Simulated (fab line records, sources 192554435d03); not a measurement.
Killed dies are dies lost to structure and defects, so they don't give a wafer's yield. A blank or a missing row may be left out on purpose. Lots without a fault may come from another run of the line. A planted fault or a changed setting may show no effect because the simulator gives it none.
fab line records | flow n5_finfet
record lots=24 wafers=72 last_day=19
route steps=1938 shown SD_ACTIVATION@331 SDB@356 DUMMY_REMOVAL@378 HKMG_FIN@402
lots that met no fault: from a run of the same line without faults
start_h: hours from the record's first day to the start of the lot's first wafer shown | wait_h: hours since the lot's step before | " the same as in the row above | L1.1+2: a row that stands for several wafers | - no value, or no start given | * or withheld: withheld | < > ~ a bound
route shown NAME@n: a module of which the file shows steps, and the number in the route of the first | usual: mean/standard deviation of fault-free wafers | same: alike in all rows | chamber/n: place in a boat | sites: the reading at each site | _std_site: their standard deviation | _edge_site: outer sites' mean less inner sites' | radius_mm: how far each site lies from the wafer's centre | mask NAME#n: copy n | behind: the tool/chamber that last shaped the wafer | hold: why the lot was held/for how many hours/how that ended | device: the transistor (n, p or np) that didn't switch | end of line: the same wafers' tests at the end of the route | a step without rows: its recipe alone | killed: dies lost to structure and defects at the first sort, not the wafer's yield | map: a wafer's dies, x killed, . not, _ none there
set.NAME: the setting as run; set.NAME@STEP: as run at that earlier step | model.NAME: the simulator's own value behind a step, which no gauge read
steps of the route over a sample of lots; a table a step, a row a wafer
services: from which hour (start_h, from the record's first day; less than 0 if before it) a tool's chamber was out of use, for how many hours, and why
## steps
# step N5_SD_ACTIVATION_LSA_01
# recipe temp_c=1080 time_s=0.0008 ambient=N2
# usual wafer_temp_C_max=1085.0/1.3
# columns lot.wafer tool chamber start_h wait_h wafer_temp_C_max
L074.1 laser_anneal-02 0 62.73 0.2 1083.5
L074.5 " 0 " " 1084.4
L074.6 " 0 " " 1083.2
L075.2 laser_anneal-01 0 69.59 0.2 1086.6
L075.5 " 0 " " 1084.7
L075.6 " 0 " " 1085.7
L076.4 laser_anneal-02 0 77.44 0.2 1085.5
L076.5 " 0 " " 1083.8
L076.6 " 0 " " 1084.1
L077.1 laser_anneal-01 0 83.02 0.2 1084.7
L077.3 " 0 " " 1084.6
L077.6 " 0 " " 1086.5
L078.4 laser_anneal-02 0 86.40 0.2 1084.3
L078.5 " 0 " " 1082.7
L078.6 " 0 " " 1083.9
L079.1 laser_anneal-01 0 89.72 0.2 1087.3
L079.3 " 0 " " 1084.6
L079.4 " 0 " " 1086.1
L080.3 laser_anneal-02 0 93.35 0.2 1083.1
L080.4 " 0 " " 1086.0
L080.5 " 0 " " 1083.8
L081.2 laser_anneal-01 0 98.87 0.2 1086.7
L081.3 " 0 " " 1085.5
L081.5 " 0 " " 1087.5
L082.2 laser_anneal-02 0 104.99 0.2 1083.4
L082.3 " 0 " " 1085.7
L082.6 " 0 " " 1084.3
L083.3 laser_anneal-01 0 113.62 0.2 1084.2
L083.4 " 0 " " 1087.4
L083.5 " 0 " " 1085.6
L084.1 laser_anneal-01 0 120.20 0.2 1084.5
L084.4 " 0 " " 1085.0
L084.6 " 0 " " 1085.9
L085.1 laser_anneal-02 0 130.29 0.2 1084.2
L085.4 " 0 " " 1084.8
L085.6 " 0 " " 1083.2
L086.1 laser_anneal-01 0 134.11 0.2 1083.8
L086.2 " 0 " " 1086.8
L086.3 " 0 " " 1085.3
L087.1 laser_anneal-02 0 137.97 0.2 1083.2
L087.2 " 0 " " 1085.2
L087.4 " 0 " " 1083.2
L088.1 laser_anneal-01 0 144.30 0.2 1085.9
L088.3 " 0 " " 1087.4
L088.5 " 0 " " 1087.5
L089.2 laser_anneal-02 0 149.35 0.2 1084.9
L089.3 " 0 " " 1085.1
L089.6 " 0 " " 1083.5
L090.1 laser_anneal-01 0 152.41 0.2 1086.3
L090.2 " 0 " " 1084.7
L090.6 " 0 " " 1088.4
L091.2 laser_anneal-02 0 158.72 0.2 1084.5
L091.3 " 0 " " 1086.6
L091.4 " 0 " " 1084.2
L092.2 laser_anneal-01 0 166.74 0.2 1086.0
L092.4 " 0 " " 1085.9
L092.6 " 0 " " 1085.9
L093.1 laser_anneal-02 0 173.24 0.2 1083.4
L093.5 " 0 " " 1085.3
L093.6 " 0 " " 1083.1
L094.2 laser_anneal-01 0 179.72 0.2 1085.8
L094.3 " 0 " " 1085.9
L094.5 " 0 " " 1086.8
L095.1 laser_anneal-01 0 185.35 0.2 1084.6
L095.2 " 0 " " 1083.6
L095.4 " 0 " " 1086.2
L096.1 laser_anneal-01 0 190.72 0.2 1084.2
L096.3 " 0 " " 1086.0
L096.5 " 0 " " 1084.2
L097.1 laser_anneal-02 0 195.72 0.2 1083.9
L097.4 " 0 " " 1083.1
L097.5 " 0 " " 1083.7
# step N5_SDB_CD_MEAS_11
# recipe target_cd_nm=50 landing_energy_ev=500 detector=se_inlens polarity=opening
# usual cd_nm=49.4/1.5
# columns lot.wafer tool chamber start_h wait_h cd_nm
L074.1 cd_sem-02 0 70.01 - 47.5
L074.5 " 0 " " 48.3
L074.6 " 0 " " 48.9
L075.2 cd_sem-01 0 76.85 - 50.5
L075.5 " 0 " " 47.9
L075.6 " 0 " " 48.4
L076.4 cd_sem-02 0 85.72 - 48.8
L076.5 " 0 " " 49.1
L076.6 " 0 " " 49.7
L077.1 cd_sem-01 0 90.53 - 48.8
L077.3 " 0 " " 51.8
L077.6 " 0 " " 49.4
L078.4 cd_sem-02 0 94.44 - 52.0
L078.5 " 0 " " 47.1
L078.6 " 0 " " 48.4
L079.1 cd_sem-02 0 97.29 - 50.6
L079.3 " 0 " " 49.4
L079.4 " 0 " " 51.0
L080.3 cd_sem-02 0 100.98 - 49.1
L080.4 " 0 " " 49.6
L080.5 " 0 " " 50.0
L081.2 cd_sem-01 0 106.17 - 48.4
L081.3 " 0 " " 45.9
L081.5 " 0 " " 48.5
L082.2 cd_sem-02 0 112.31 - 48.2
L082.3 " 0 " " 48.7
L082.6 " 0 " " 49.7
L083.3 cd_sem-01 0 121.00 - 48.5
L083.4 " 0 " " 48.8
L083.5 " 0 " " 50.9
L084.1 cd_sem-01 0 128.04 - 48.9
L084.4 " 0 " " 49.7
L084.6 " 0 " " 50.1
L085.1 cd_sem-01 0 138.72 - 49.3
L085.4 " 0 " " 51.2
L085.6 " 0 " " 50.9
L086.1 cd_sem-01 0 141.31 - 50.9
L086.2 " 0 " " 49.4
L086.3 " 0 " " 52.9
L087.1 cd_sem-01 0 145.42 - 48.7
L087.2 " 0 " " 49.3
L087.4 " 0 " " 48.2
L088.1 cd_sem-02 0 151.90 - 49.3
L088.3 " 0 " " 49.2
L088.5 " 0 " " 48.7
L089.2 cd_sem-02 0 156.70 - 51.0
L089.3 " 0 " " 48.5
L089.6 " 0 " " 50.3
L090.1 cd_sem-01 0 159.67 - 49.2
L090.2 " 0 " " 49.2
L090.6 " 0 " " 52.2
L091.2 cd_sem-01 0 166.02 - 52.4
L091.3 " 0 " " 53.7
L091.4 " 0 " " 52.4
L092.2 cd_sem-01 0 174.42 - 47.8
L092.4 " 0 " " 50.4
L092.6 " 0 " " 47.9
L093.1 cd_sem-02 0 180.55 - 52.2
L093.5 " 0 " " 49.2
L093.6 " 0 " " 48.0
L094.2 cd_sem-02 0 187.15 - 51.0
L094.3 " 0 " " 49.4
L094.5 " 0 " " 53.3
L095.1 cd_sem-01 0 193.78 - 49.3
L095.2 " 0 " " 46.8
L095.4 " 0 " " 48.8
L096.1 cd_sem-02 0 198.38 - 51.5
L096.3 " 0 " " 49.1
L096.5 " 0 " " 50.1
L097.1 cd_sem-01 0 204.55 - 48.9
L097.4 " 0 " " 49.8
L097.5 " 0 " " 49.8
# step N5_SDB_ETCH_25
# recipe chemistry=C4F6/O2 target=SiO2 target_depth_a=100 time_s=3.3 ion_energy_ev=250 mask_material=SiNx pressure_mtorr=30 source_w=345 bias_w=185 Ar_flow_sccm=300 C4F6_flow_sccm=10 O2_flow_sccm=10
# usual drypump_motor_current_A=5.6/0.5 oes_product_au=0.77/0.08 rf_vpp_V=659/17 showerhead_plenum_p_Torr=2.88/0.06 throttle_valve_pct=21.19/0.3
# columns lot.wafer tool chamber start_h wait_h drypump_motor_current_A oes_product_au rf_hours_counter_h rf_vpp_V showerhead_plenum_p_Torr throttle_valve_pct
L074.1 rie_diel-06 0 70.63 0.0 5.3 0.77 141 642 2.97 21.38
L074.5 " 0 " " 5.3 0.76 - 644 2.97 21.38
L074.6 " 1 " " 6.4 0.89 - 667 2.90 20.65
L075.2 rie_diel-02 2 77.75 0.0 5.1 0.74 159 656 2.96 21.27
L075.5 " 1 " " 5.7 0.79 - 666 2.88 21.43
L075.6 " 0 " " 6.2 0.73 - 684 2.95 21.55
L076.4 rie_diel-06 1 86.33 0.0 6.5 0.89 45 667 2.89 20.66
L076.5 " 2 " " 5.4 0.69 - 674 2.89 21.11
L076.6 " 1 " " 6.4 0.88 - 664 2.89 20.65
L077.1 rie_diel-05 1 91.24 0.0 4.9 0.71 154 656 2.88 21.09
L077.3 " 2 " " 5.9 0.89 26 631 2.80 20.95
L077.6 " 1 " " 4.9 0.71 - 654 2.88 21.08
L078.4 rie_diel-05 1 95.05 0.0 4.9 0.72 156 656 2.88 21.08
L078.5 " 3 " " 5.6 0.72 - 673 2.92 21.06
L078.6 " 2 " " 6.0 0.89 - 629 2.80 20.96
L079.1 rie_diel-05 3 98.00 0.1 5.6 0.71 209 672 2.92 21.08
L079.3 " 0 " " 6.3 0.81 90 641 2.77 21.10
L079.4 " 1 " " 4.9 0.71 157 655 2.88 21.08
L080.3 rie_diel-05 0 101.59 0.0 6.3 0.80 92 641 2.77 21.10
L080.4 " 1 " " 4.9 0.71 158 654 2.88 21.08
L080.5 " 3 " " 5.6 0.71 - 670 2.92 21.07
L081.2 rie_diel-02 1 107.61 0.9 5.8 0.79 109 666 2.88 21.45
L081.3 " 0 " " 6.2 0.71 192 683 2.94 21.57
L081.5 " 0 " " 6.2 0.71 - 686 2.94 21.55
L082.2 rie_diel-02 1 112.93 0.0 5.8 0.79 112 665 2.88 21.42
L082.3 " 0 " " 6.2 0.71 195 683 2.94 21.57
L082.6 " 3 " " 5.3 0.68 - 634 2.91 21.39
L083.3 rie_diel-05 3 121.65 0.0 5.6 0.71 216 672 2.91 21.09
L083.4 " 0 " " 6.3 0.81 - 641 2.77 21.10
L083.5 " 3 " " 5.6 0.71 - 672 2.91 21.09
L084.1 rie_diel-06 0 129.27 0.6 5.3 0.75 160 643 2.97 21.42
L084.4 " 1 " " 6.4 0.85 59 666 2.89 20.69
L084.6 " 3 " " 4.8 0.93 - 675 2.79 20.58
L085.1 rie_diel-02 2 139.77 0.4 5.1 0.73 181 655 2.95 21.32
L085.4 " 3 " " 5.3 0.68 237 633 2.91 21.41
L085.6 " 3 " " 5.3 0.68 - 634 2.91 21.40
L086.1 rie_diel-06 0 142.43 0.2 5.3 0.75 164 643 2.96 21.44
L086.2 " 3 " " 4.8 0.92 19 676 2.79 20.60
L086.3 " 1 " " 6.4 0.85 62 665 2.89 20.68
L087.1 rie_diel-02 3 146.50 0.1 5.3 0.67 239 633 2.90 21.42
L087.2 " 1 " " 5.7 0.78 123 666 2.87 21.47
L087.4 " 0 " " 6.2 0.71 208 681 2.94 21.57
L088.1 rie_diel-06 1 152.53 0.0 6.5 0.83 67 667 2.88 20.69
L088.3 " 0 " " 5.3 0.75 169 642 2.96 21.41
L088.5 " 3 " " 4.8 0.90 - 675 2.79 20.60
L089.2 rie_diel-02 3 157.31 0.0 5.3 0.67 243 633 2.90 21.41
L089.3 " 0 " " 6.2 0.70 211 683 2.94 21.58
L089.6 " 3 " " 5.3 0.67 - 633 2.90 21.43
L090.1 rie_diel-02 0 160.76 0.5 6.2 0.69 212 683 2.93 21.60
L090.2 " 1 " " 5.8 0.77 128 666 2.87 21.47
L090.6 " 1 " " 5.7 0.77 - 664 2.87 21.47
L091.2 rie_diel-06 0 167.00 0.0 5.3 0.74 174 645 2.96 21.42
L091.3 " 3 " " 4.8 0.90 29 677 2.78 20.62
L091.4 " 1 " " 6.4 0.83 72 663 2.88 20.68
L092.2 rie_diel-05 1 175.04 0.0 4.9 0.69 182 654 2.87 21.13
L092.4 " 2 " " 5.9 0.85 54 631 2.79 21.00
L092.6 " 2 " " 5.9 0.85 - 630 2.79 21.00
L093.1 rie_diel-02 1 181.16 0.0 5.8 0.77 136 666 2.87 21.47
L093.5 " 0 " " 6.2 0.69 - 683 2.93 21.59
L093.6 " 1 " " 5.8 0.76 - 665 2.87 21.48
L094.2 rie_diel-02 0 187.85 0.1 6.2 0.68 223 682 2.93 21.59
L094.3 " 1 " " 5.7 0.76 139 664 2.86 21.50
L094.5 " 1 " " 5.7 0.76 - 667 2.86 21.49
L095.1 rie_diel-02 1 194.56 0.0 5.7 0.76 142 664 2.86 21.48
L095.2 " 0 " " 6.2 0.68 226 682 2.93 21.60
L095.4 " 2 " " 5.1 0.70 - 655 2.94 21.33
L096.1 rie_diel-05 0 199.08 0.1 6.3 0.78 125 641 2.76 21.17
L096.3 " 2 " " 5.9 0.83 63 630 2.79 20.99
L096.5 " 3 " " 5.6 0.69 - 670 2.90 21.13
L097.1 rie_diel-06 1 205.58 0.0 6.4 0.83 86 665 2.87 20.70
L097.4 " 0 " " 5.3 0.74 185 643 2.95 21.46
L097.5 " 3 " " 4.8 0.86 - 677 2.78 20.65
# step N5_DUMMY_REMOVAL_STRIP_10
# recipe chemistry=N2/H2 time_s=40 power_w=100 temp_c=40 pressure_mtorr=100 rf_frequency_hz=6e+07 bias_power_w=3 n2_flow_sccm=300 h2_flow_sccm=300
# usual drypump_motor_current_A=5.5/0.41 oes_product_au=0.82/0.099 rf_vpp_V=45.3/0.99 showerhead_plenum_p_Torr=3.34/0.1 throttle_valve_pct=12.16/0.29
# columns lot.wafer tool chamber start_h wait_h drypump_motor_current_A oes_product_au rf_hours_counter_h rf_vpp_V showerhead_plenum_p_Torr throttle_valve_pct
L074.1 rie_diel-01 1 74.92 0.0 5.1 0.79 122 44.6 3.24 12.37
L074.5 " 2 " " 5.5 0.69 - 45.3 3.30 12.38
L074.6 " 3 " " 5.6 0.69 - 46.3 3.43 12.21
L075.2 rie_diel-03 3 81.14 0.0 6.2 0.88 18 43.6 3.31 12.02
L075.5 " 2 " " 5.1 0.86 - 46.1 3.43 12.13
L075.6 " 1 " " 5.6 0.75 - 45.6 3.37 12.45
L076.4 rie_diel-03 0 89.72 0.0 5.0 0.70 250 43.5 3.15 12.22
L076.5 " 3 " " 6.2 0.88 - 43.4 3.31 12.04
L076.6 " 0 " " 5.0 0.70 - 45.6 3.15 12.22
L077.1 rie_diel-03 2 96.63 0.0 5.1 0.84 79 45.3 3.43 12.12
L077.3 " 1 " " 5.6 0.75 171 45.2 3.36 12.46
L077.6 " 2 " " 5.1 0.84 - 44.5 3.43 12.12
L078.4 rie_diel-03 1 99.80 0.0 5.6 0.75 - 46.5 3.36 12.46
L078.5 " 2 " " 5.1 0.84 - 46.3 3.43 12.16
L078.6 " 3 " " 6.2 0.87 - 44.9 3.31 12.03
L079.1 rie_diel-01 3 101.51 0.0 5.6 0.68 239 45.2 3.43 12.25
L079.3 " 0 " " 5.3 0.69 238 45.7 3.19 12.55
L079.4 " 1 " " 5.1 0.76 - 45.7 3.24 12.38
L080.3 rie_diel-04 1 105.03 0.1 5.7 0.81 - 45.1 3.38 12.10
L080.4 " 3 " " 6.4 0.78 - 46.0 3.41 12.46
L080.5 " 3 " " 6.4 0.78 - 45.8 3.41 12.44
L081.2 rie_diel-04 3 111.07 0.0 6.4 0.78 125 46.1 3.41 12.46
L081.3 " 0 " " 5.3 0.98 1 44.6 3.45 12.03
L081.5 " 0 " " 5.3 0.98 - 45.6 3.45 12.04
L082.2 rie_diel-04 3 116.39 0.0 6.4 0.77 126 45.5 3.41 12.46
L082.3 " 1 " " 5.7 0.80 120 47.2 3.37 12.11
L082.6 " 0 " " 5.3 0.97 - 42.8 3.45 12.06
L083.3 rie_diel-01 1 125.14 0.0 5.1 0.75 138 45.2 3.23 12.40
L083.4 " 2 " " 5.5 0.98 2 43.7 3.30 11.78
L083.5 " 1 " " 5.1 0.75 - 45.4 3.23 12.41
L084.1 rie_diel-01 2 132.70 0.0 5.4 0.98 5 45.3 3.30 11.79
L084.4 " 1 " " 5.1 0.75 - 45.4 3.23 12.41
L084.6 " 2 " " 5.4 0.98 - 45.7 3.30 11.80
L085.1 rie_diel-03 0 143.51 0.0 5.0 0.95 13 43.9 3.54 11.62
L085.4 " 3 " " 6.2 0.85 38 45.1 3.30 12.08
L085.6 " 2 " " 5.1 0.82 - 44.1 3.42 12.19
L086.1 rie_diel-01 2 146.58 0.0 5.5 0.96 11 43.9 3.29 11.81
L086.2 " 1 " " 5.1 0.75 147 43.5 3.23 12.44
L086.3 " 0 " " 5.3 0.69 256 43.3 3.18 12.60
L087.1 rie_diel-04 2 150.04 0.0 4.7 0.72 199 44.3 3.24 12.38
L087.2 " 3 " " 6.5 0.77 134 46.9 3.41 12.48
L087.4 " 1 " " 5.6 0.80 128 45.0 3.37 12.12
L088.1 rie_diel-01 1 155.92 0.0 5.1 0.75 150 45.1 3.23 12.44
L088.3 " 3 " " 5.6 0.99 1 45.0 3.42 11.62
L088.5 " 1 " " 5.1 0.75 - 43.5 3.23 12.43
L089.2 rie_diel-01 2 160.75 0.0 5.5 0.94 16 47.7 3.29 11.81
L089.3 " 3 " " 5.6 0.98 3 46.0 3.42 11.64
L089.6 " 1 " " 5.1 0.75 - 45.6 3.22 12.43
L090.1 rie_diel-01 3 164.51 0.0 5.6 0.96 4 46.5 3.42 11.62
L090.2 " 2 " " 5.4 0.94 18 46.9 3.29 11.83
L090.6 " 1 " " 5.1 0.74 - 46.9 3.22 12.45
L091.2 rie_diel-04 0 170.64 0.0 5.3 0.93 13 45.6 3.44 12.07
L091.3 " 3 " " 6.4 0.76 141 45.8 3.40 12.51
L091.4 " 2 " " 4.7 0.71 206 44.4 3.24 12.40
L092.2 rie_diel-01 1 178.54 0.0 5.1 0.74 158 44.8 3.22 12.46
L092.4 " 1 " " 5.1 0.74 - 45.5 3.22 12.47
L092.6 " 3 " " 5.6 0.94 - 45.3 3.42 11.65
L093.1 rie_diel-03 2 184.55 0.0 5.1 0.81 106 46.1 3.41 12.21
L093.5 " 0 " " 5.0 0.93 - 45.0 3.54 11.65
L093.6 " 3 " " 6.2 0.83 - 46.4 3.30 12.11
L094.2 rie_diel-01 2 191.39 0.0 5.4 0.92 26 44.1 3.29 11.85
L094.3 " 3 " " 5.6 0.93 13 46.0 3.41 11.67
L094.5 " 0 " " 5.3 0.98 - 45.8 3.58 11.93
L095.1 rie_diel-01 0 198.38 0.0 5.4 0.97 4 46.5 3.58 11.94
L095.2 " 3 " " 5.6 0.94 15 45.6 3.41 11.67
L095.4 " 1 " " 5.1 0.74 164 45.9 3.22 12.48
L096.1 rie_diel-03 3 202.54 0.0 6.2 0.82 56 43.4 3.29 12.14
L096.3 " 2 " " 5.1 0.81 111 44.6 3.41 12.22
L096.5 " 1 " " 5.6 0.72 - 46.5 3.34 12.54
L097.1 rie_diel-01 3 208.97 0.0 5.6 0.92 18 45.5 3.41 11.67
L097.4 " 0 " " 5.4 0.97 7 45.2 3.58 11.96
L097.5 " 2 " " 5.5 0.91 - 46.1 3.28 11.86
# step N5_DUMMY_REMOVAL_INSPECT_06
# recipe inspect_instrument=brightfield mode=aei
# usual raw_defect_count=12/5.4
# columns lot.wafer tool chamber start_h wait_h raw_defect_count
L074.1 defect_inspect-01 - 75.08 0.0 7
L074.5 " - " " 20
L074.6 " - " " 5
L075.2 defect_inspect-01 - 81.30 0.0 10
L075.5 " - " " 3
L075.6 " - " " 10
L076.4 defect_inspect-01 - 89.88 0.0 15
L076.5 " - " " 14
L076.6 " - " " 8
L077.1 defect_inspect-01 - 96.79 0.0 12
L077.3 " - " " 8
L077.6 " - " " 14
L078.4 defect_inspect-01 - 99.99 0.0 12
L078.5 " - " " 18
L078.6 " - " " 15
L079.1 defect_inspect-02 - 101.67 0.0 20
L079.3 " - " " 8
L079.4 " - " " 11
L080.3 defect_inspect-01 - 105.19 0.0 21
L080.4 " - " " 8
L080.5 " - " " 20
L081.2 defect_inspect-02 - 111.24 0.0 22
L081.3 " - " " 19
L081.5 " - " " 8
L082.2 defect_inspect-01 - 116.55 0.0 13
L082.3 " - " " 11
L082.6 " - " " 13
L083.3 defect_inspect-01 - 125.30 0.0 2
L083.4 " - " " 5
L083.5 " - " " 4
L084.1 defect_inspect-02 - 132.86 0.0 5
L084.4 " - " " 12
L084.6 " - " " 11
L085.1 defect_inspect-02 - 143.67 0.0 13
L085.4 " - " " 11
L085.6 " - " " 11
L086.1 defect_inspect-02 - 146.74 0.0 10
L086.2 " - " " 8
L086.3 " - " " 10
L087.1 defect_inspect-01 - 150.20 0.0 18
L087.2 " - " " 17
L087.4 " - " " 14
L088.1 defect_inspect-02 - 156.08 0.0 16
L088.3 " - " " 13
L088.5 " - " " 18
L089.2 defect_inspect-02 - 160.91 0.0 13
L089.3 " - " " 8
L089.6 " - " " 14
L090.1 defect_inspect-01 - 164.67 0.0 10
L090.2 " - " " 8
L090.6 " - " " 11
L091.2 defect_inspect-01 - 170.81 0.0 17
L091.3 " - " " 15
L091.4 " - " " 13
L092.2 defect_inspect-01 - 178.70 0.0 7
L092.4 " - " " 4
L092.6 " - " " 9
L093.1 defect_inspect-01 - 184.71 0.0 16
L093.5 " - " " 5
L093.6 " - " " 21
L094.2 defect_inspect-01 - 191.55 0.0 19
L094.3 " - " " 10
L094.5 " - " " 13
L095.1 defect_inspect-01 - 198.55 0.0 10
L095.2 " - " " 10
L095.4 " - " " 7
L096.1 defect_inspect-02 - 202.70 0.0 15
L096.3 " - " " 18
L096.5 " - " " 13
L097.1 defect_inspect-02 - 209.14 0.0 19
L097.4 " - " " 25
L097.5 " - " " 21
# step N5_HKMG_FIN_ETCH_54
# recipe chemistry=CF4 target=SiARC target_depth_a=455 mask_material=CAR-ArF time_s=75.8 ion_energy_ev=80 pressure_mtorr=40 source_w=545 bias_w=36 Ar_flow_sccm=100 cf4_flow_sccm=100 ends=cleared
# usual drypump_motor_current_A=5.6/0.54 etch_rf_on_time_s=76.9/2.4 oes_product_au=0.66/0.064 rf_vpp_V=184.4/1.1 showerhead_plenum_p_Torr=2.16/0.047 throttle_valve_pct=15.6/0.31
# columns lot.wafer tool chamber start_h wait_h drypump_motor_current_A etch_rf_on_time_s oes_product_au rf_hours_counter_h rf_vpp_V showerhead_plenum_p_Torr throttle_valve_pct
L074.1 rie_diel-02 2 76.38 0.0 5.1 73.3 0.64 159 185.4 2.22 15.7
L074.5 " 0 " " 6.1 77.9 0.62 - 185.0 2.21 15.9
L074.6 " 1 " " 5.7 75.7 0.69 - 184.5 2.15 15.7
L075.2 rie_diel-05 2 82.74 0.0 5.9 78.1 0.76 24 183.1 2.11 15.3
L075.5 " 2 " " 5.9 78.0 0.77 - 183.0 2.11 15.3
L075.6 " 3 " " 5.6 76.8 0.61 - 184.1 2.21 15.7
L076.4 rie_diel-06 1 91.21 0.0 6.4 73.9 0.75 - 184.9 2.16 15.0
L076.5 " 0 " " 5.3 79.0 0.64 - 185.0 2.23 15.8
L076.6 " 2 " " 5.4 78.6 0.58 - 185.6 2.17 15.7
L077.1 rie_diel-02 0 98.26 0.0 6.1 77.4 0.61 189 185.5 2.20 15.9
L077.3 " 1 " " 5.7 75.3 0.69 105 182.0 2.15 15.7
L077.6 " 1 " " 5.7 75.9 0.69 - 185.9 2.15 15.7
L078.4 rie_diel-02 1 101.41 0.0 5.8 75.1 0.68 107 183.0 2.15 15.7
L078.5 " 2 " " 5.1 73.4 0.64 - 186.0 2.21 15.7
L078.6 " 1 " " 5.8 75.9 0.68 - 184.9 2.15 15.7
L079.1 rie_diel-05 2 103.11 0.0 5.9 77.7 0.76 30 182.9 2.11 15.3
L079.3 " 0 " " 6.3 76.6 0.69 92 184.1 2.08 15.5
L079.4 " 3 " " 5.6 75.8 0.61 211 184.7 2.21 15.7
L080.3 rie_diel-06 3 106.62 0.0 4.8 77.9 0.81 7 182.6 2.11 15.0
L080.4 " 0 " " 5.3 78.3 0.64 152 184.2 2.23 15.8
L080.5 " 3 " " 4.8 78.2 0.81 - 183.2 2.11 15.0
L081.2 rie_diel-05 1 112.53 0.0 4.9 82.9 0.59 163 186.0 2.15 15.4
L081.3 " 3 " " 5.6 75.9 0.61 214 186.4 2.20 15.7
L081.5 " 3 " " 5.6 75.1 0.61 - 185.9 2.20 15.7
L082.2 rie_diel-05 0 117.98 0.0 6.3 75.4 0.70 96 183.8 2.08 15.5
L082.3 " 1 " " 4.9 83.1 0.59 163 182.2 2.15 15.5
L082.6 " 0 " " 6.3 75.5 0.69 - 182.5 2.08 15.5
L083.3 rie_diel-06 2 126.67 0.0 5.4 78.2 0.59 244 184.2 2.17 15.8
L083.4 " 0 " " 5.3 77.4 0.64 159 185.6 2.22 15.8
L083.5 " 2 " " 5.4 78.4 0.58 - 185.1 2.17 15.8
L084.1 rie_diel-05 3 134.53 0.0 5.6 75.9 0.61 220 184.0 2.20 15.7
L084.4 " 1 " " 4.9 82.5 0.59 168 185.2 2.15 15.5
L084.6 " 2 " " 5.9 77.6 0.73 - 184.5 2.10 15.4
L085.1 rie_diel-02 2 144.97 0.0 5.1 73.6 0.62 182 184.6 2.21 15.7
L085.4 " 3 " " 5.3 76.1 0.59 238 184.8 2.20 16.1
L085.6 " 1 " " 5.7 75.8 0.67 - 185.5 2.14 15.8
L086.1 rie_diel-06 3 148.17 0.0 4.8 79.1 0.76 22 181.9 2.10 15.1
L086.2 " 1 " " 6.5 75.4 0.72 65 184.1 2.15 15.0
L086.3 " 0 " " 5.3 77.6 0.64 167 185.3 2.22 15.8
L087.1 rie_diel-06 1 151.62 0.0 6.4 75.6 0.71 66 183.8 2.15 15.0
L087.2 " 0 " " 5.3 77.6 0.64 168 185.5 2.22 15.8
L087.4 " 3 " " 4.8 79.0 0.76 - 182.6 2.10 15.1
L088.1 rie_diel-05 1 157.51 0.0 4.9 82.4 0.58 176 184.3 2.14 15.5
L088.3 " 2 " " 5.9 77.8 0.73 48 183.0 2.10 15.4
L088.5 " 0 " " 6.3 75.4 0.69 - 182.8 2.08 15.5
L089.2 rie_diel-02 3 162.23 0.0 5.3 77.0 0.59 244 184.3 2.20 16.1
L089.3 " 2 " " 5.1 74.6 0.62 188 185.4 2.21 15.7
L089.6 " 1 " " 5.7 75.9 0.65 - 185.8 2.14 15.8
L090.1 rie_diel-05 2 166.47 0.0 5.9 76.9 0.73 51 184.2 2.10 15.4
L090.2 " 0 " " 6.3 74.5 0.68 113 182.8 2.07 15.5
L090.6 " 3 " " 5.6 75.1 0.61 - 185.2 2.20 15.7
L091.2 rie_diel-02 1 172.27 0.0 5.7 76.4 0.66 132 184.5 2.14 15.8
L091.3 " 0 " " 6.2 78.7 0.59 217 184.7 2.19 16.0
L091.4 " 3 " " 5.3 77.6 0.59 248 184.6 2.20 16.1
L092.2 rie_diel-06 3 180.03 0.0 4.8 79.3 0.74 34 184.1 2.10 15.1
L092.4 " 3 " " 4.8 80.2 0.74 - 183.2 2.10 15.1
L092.6 " 3 " " 4.8 80.0 0.74 - 183.2 2.10 15.1
L093.1 rie_diel-06 0 186.01 0.0 5.3 76.9 0.63 178 185.2 2.22 15.8
L093.5 " 0 " " 5.3 77.5 0.63 - 185.6 2.22 15.9
L093.6 " 3 " " 4.8 79.5 0.74 - 184.2 2.10 15.1
L094.2 rie_diel-02 0 193.45 0.0 6.2 79.1 0.58 225 185.2 2.19 16.0
L094.3 " 1 " " 5.8 76.3 0.65 142 184.4 2.14 15.8
L094.5 " 2 " " 5.1 74.2 0.61 - 183.3 2.20 15.7
L095.1 rie_diel-05 3 199.97 0.0 5.6 75.4 0.60 242 183.7 2.19 15.7
L095.2 " 1 " " 4.9 82.1 0.58 192 183.4 2.14 15.5
L095.4 " 0 " " 6.3 75.3 0.67 125 183.8 2.07 15.6
L096.1 rie_diel-06 2 204.16 0.0 5.4 72.8 0.81 12 185.0 2.16 15.3
L096.3 " 0 " " 5.3 76.4 0.63 184 187.1 2.21 15.9
L096.5 " 2 " " 5.4 73.2 0.81 - 184.0 2.16 15.3
L097.1 rie_diel-02 3 210.63 0.0 5.3 73.1 0.81 5 184.1 2.20 15.7
L097.4 " 0 " " 6.2 78.0 0.59 231 185.1 2.19 16.0
L097.5 " 2 " " 5.1 73.9 0.61 - 185.2 2.20 15.7
## services
# columns tool chamber start_h hours kind
rie_diel-05 3 39.99 7.1 repair
rie_diel-02 3 42.32 4.4 repair
rie_diel-06 - 46.53 2.8 pm
rie_diel-04 - 52.58 0.2 repair
laser_anneal-01 - 55.28 5.0 pm
rie_diel-03 0 55.84 5.4 repair
rie_diel-06 3 61.57 - clean
laser_anneal-02 - 67.42 2.2 pm
rie_diel-06 3 89.22 5.0 repair
rie_diel-04 2 96.27 15.7 repair
laser_anneal-01 - 109.68 3.5 pm
laser_anneal-02 - 117.20 7.4 pm
rie_diel-05 1 121.32 1.8 repair
rie_diel-04 - 136.35 1.1 repair
rie_diel-04 0 152.81 8.1 repair
laser_anneal-02 - 153.36 3.0 repair
rie_diel-04 - 167.56 0.5 repair
rie_diel-06 1 173.12 2.4 repair
laser_anneal-02 - 173.55 17.9 pm
rie_diel-06 0 174.16 8.3 repair
rie_diel-02 3 177.94 - clean
rie_diel-02 3 177.94 - consumable_replace:focus_ring
rie_diel-02 3 177.94 17.6 scheduled_down
rie_diel-02 3 177.94 17.6 vent_cycle
## key
fault none
